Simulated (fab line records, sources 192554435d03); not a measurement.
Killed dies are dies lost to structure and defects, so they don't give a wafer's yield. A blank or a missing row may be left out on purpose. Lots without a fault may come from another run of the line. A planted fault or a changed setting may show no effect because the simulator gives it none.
Chamber matching | flow n5_finfet | N5_ILD0_CMP_03 on cmp-02: 4 sister chambers
The step polishes, stops on SiNx, t overpolish 1.9 s, target thk 197.38 nm. 4 wafers are shown with their chamber, then 7 later ones without.

WAFERS WITH THEIR CHAMBER
wafer  | chamber | motor_current_A (A)
L089.2 | 0       | 10.2
L089.3 | 1       | 13.4
L091.1 | 3       | 11.9
L091.4 | 2       | 11.5

WAFERS WITHOUT THEIR CHAMBER
wafer  | motor_current_A (A)
L091.6 | 13.1
L092.2 | 11.2
L092.3 | 11.2
L092.6 | 11.3
L095.2 | 11.4
L095.4 | 11.1
L095.5 | 11.5

WHICH CHAMBER EACH WENT THROUGH
wafer  | from the rows above          | in truth
L091.6 | 1                            | 1
L092.2 | can't be placed: 2 or 3      | 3
L092.3 | can't be placed: 2 or 3      | 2
L092.6 | can't be placed: 2 or 3      | 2
L095.2 | can't be placed: 2 or 3      | 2
L095.4 | can't be placed: 2 or 3 or 0 | 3
L095.5 | can't be placed: 2 or 3      | 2
Placed correctly: 1 of 7. Can't be placed from these rows: 6 (the true chamber is among the candidates in 6). Placed wrongly: 0.
How it was worked out, from the rows above alone: a wafer's distance from a chamber is the root of the sum, over the readings, of the square of ((its reading less the chamber's mean) divided by the reading's scatter). The wafer belongs to the nearest chamber; if the next one is less than 2 further off, it can't be placed. A chamber's mean is the mean of its shown wafers. The scatter: with one shown wafer a chamber, the root of the mean of the squares of how far each hidden wafer lies from its nearest shown one.
